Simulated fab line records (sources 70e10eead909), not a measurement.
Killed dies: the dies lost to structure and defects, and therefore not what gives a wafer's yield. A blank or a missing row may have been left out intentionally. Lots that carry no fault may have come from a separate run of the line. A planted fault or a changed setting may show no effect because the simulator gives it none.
Chamber matching    flow nandHarc    4 sister chambers for NHARC_P_M1_DESCUM_14 on rieDiel-10
The step chemistry O2, time 3 s. 20 wafers are shown with their chamber, then 10 later ones without.

## WAFERS PAIRED WITH THEIR CHAMBERS
wafer   chamber  drypumpMotorCurrentA (A)  showerheadPlenumPTorr (Torr)  rfVppV (V)
L078.2  3        6.4                       1.86                          57.1
L078.4  2        5.0                       1.83                          55.4
L078.5  2        5.0                       1.83                          57.5
L081.1  2        4.9                       1.83                          58.1
L081.2  1        5.6                       1.86                          58.3
L081.3  3        6.3                       1.86                          56.9
L082.4  3        6.3                       1.86                          57.5
L082.5  2        5.0                       1.83                          57.5
L082.6  1        5.6                       1.86                          57.6
L083.3  3        6.4                       1.85                          57.9
L083.5  2        4.9                       1.83                          57.7
L083.6  1        5.6                       1.85                          56.7
L087.1  3        6.3                       1.85                          57.3
L087.3  0        6.1                       1.94                          58.3
L087.4  2        4.9                       1.83                          58.4
L089.2  0        6.1                       1.94                          59.3
L089.3  3        6.4                       1.85                          57.3
L089.6  2        4.9                       1.83                          58.1
L090.3  3        6.3                       1.85                          57.8
L090.5  3        6.3                       1.85                          57.7

SIGNATURES (averages over the wafers above)
reading                chamber 0  chamber 1  chamber 2  chamber 3  scatter within a chamber
drypumpMotorCurrentA   6.100      5.600      4.943      6.338      0.0474
showerheadPlenumPTorr  1.9400     1.8567     1.8300     1.8538     0.00399
rfVppV                 58.800     57.533     57.529     57.438     0.734
Rule: for each reading, subtract the chamber's mean from the wafer's reading, divide by that reading's scatter and square the result; add these up over the readings and take the root, which gives the wafer's distance from the chamber. If the next closest chamber is less than 2 further off than the closest, the wafer can't be placed; otherwise it belongs to the closest. How the scatter is found: for the shown wafers, subtract from each reading the mean of its chamber, square and add these, divide the total by (wafers less chambers), then take the root.

## WAFERS WHOSE CHAMBER IS MISSING
wafer   drypumpMotorCurrentA (A)  showerheadPlenumPTorr (Torr)  rfVppV (V)
L090.6  4.9                       1.83                          58.9
L091.1  5.0                       1.83                          57.5
L091.4  6.0                       1.94                          58.5
L091.6  6.1                       1.94                          58.4
L093.1  5.0                       1.83                          57.5
L093.4  5.6                       1.85                          57.2
L093.5  5.6                       1.85                          57.5
L096.1  6.1                       1.94                          57.8
L096.4  6.3                       1.85                          56.4
L096.5  6.3                       1.85                          56.7

## EACH ONE'S CHAMBER
wafer   from the rows above  in truth
L090.6  2                    2
L091.1  2                    2
L091.4  0                    0
L091.6  0                    0
L093.1  2                    2
L093.4  1                    1
L093.5  1                    1
L096.1  0                    0
L096.4  3                    3
L096.5  3                    3
Correct placement for 10 of the 10. Number that these rows cannot place: 0. Wrongly placed: 0.
